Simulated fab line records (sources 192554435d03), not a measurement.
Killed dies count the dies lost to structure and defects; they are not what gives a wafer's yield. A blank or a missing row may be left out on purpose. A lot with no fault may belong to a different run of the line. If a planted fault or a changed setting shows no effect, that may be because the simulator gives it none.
The tool behind it: which one? ; flow n5-finfet ; Sampling: 12 lots, 36 wafers, 2 of 1938 route steps

WHAT EACH GAUGE READ, for each wafer
N5_PASSIVATION_OVL_MEAS_60.
lot;measured;on;TV_OVL (nm)
L422;day 12 15:34;overlay-01;11 17 17
L425;day 13 17:33;overlay-01;-5 -4 -1
L423;day 14 01:34;overlay-01;4 1 -5
L429;day 13 21:53;overlay-01;10 1 1
L428;day 14 05:59;overlay-01;4 -6 -2
L430;day 14 20:44;overlay-02;-5 -4 -3
L431;day 15 08:46;overlay-01;-3 4 -1
L432;day 15 09:07;overlay-02;0 0 -4
L434;day 15 23:47;overlay-01;-9 3 -1
L433;day 15 23:56;overlay-02;-4 3 -2
L435;day 16 07:15;overlay-01;-3 4 -2
L443;day 18 09:50;overlay-01;6 2 13

WHAT TOOL EACH LOT RAN ON (gives the tool, then ch and the chambers of the sampled wafers, and finally the start)
lot;N5_BEOL_M11_ECD_50
L422;ecd-cu-01 ch 0,1, day 11 09:15
L425;ecd-cu-02 ch 0,1, day 12 08:18
L423;ecd-cu-02 ch 0,1, day 12 08:30
L429;ecd-cu-02 ch 0,1, day 12 12:21
L428;ecd-cu-01 ch 1, day 12 12:23
L430;ecd-cu-02 ch 0,1, day 13 13:37
L431;ecd-cu-02 ch 1, day 13 22:51
L432;ecd-cu-02 ch 0,1, day 14 02:55
L434;ecd-cu-02 ch 0,1, day 14 07:36
L433;ecd-cu-01 ch 0,1, day 14 15:10
L435;ecd-cu-01 ch 0,1, day 15 01:00
L443;ecd-cu-01 ch 0,1, day 16 23:11
- N5_BEOL_M11_ECD_50: material Cu, target thk 318 nm.

WHAT THE TOOLS THEMSELVES READ (means of the sampled wafers that have a number; where no wafer has one, the mark that the record gives instead)
The record holds no such reading with a usual standard deviation.

THE ANSWER, worked out from the rows above alone
Rule: the usual values come from the lots themselves. The widest of any qualifying gaps counts: lots, ordered by their means at a reading, are off when they make up no more than a third of the lots, leave a main group of 4 or more, and stand apart from it by 3 or more times the standard deviation of that group's means. Not used: any main group whose means are identical at the precision the tables above print for the reading. A lot without any number at a reading at which 4 lots or more have one is off too. The other lots that the step has rows for count as sound. Order of review: gauges by route order, followed by the tools' own readings, for which a lot's mean as printed above is used. At the first step where some lot is off, the reading lying furthest off is the one used; lots without a number count as furthest.
None of the lots is off at any reading shown; this tells nothing.

WHAT THE SIMULATOR HAD INSERTED
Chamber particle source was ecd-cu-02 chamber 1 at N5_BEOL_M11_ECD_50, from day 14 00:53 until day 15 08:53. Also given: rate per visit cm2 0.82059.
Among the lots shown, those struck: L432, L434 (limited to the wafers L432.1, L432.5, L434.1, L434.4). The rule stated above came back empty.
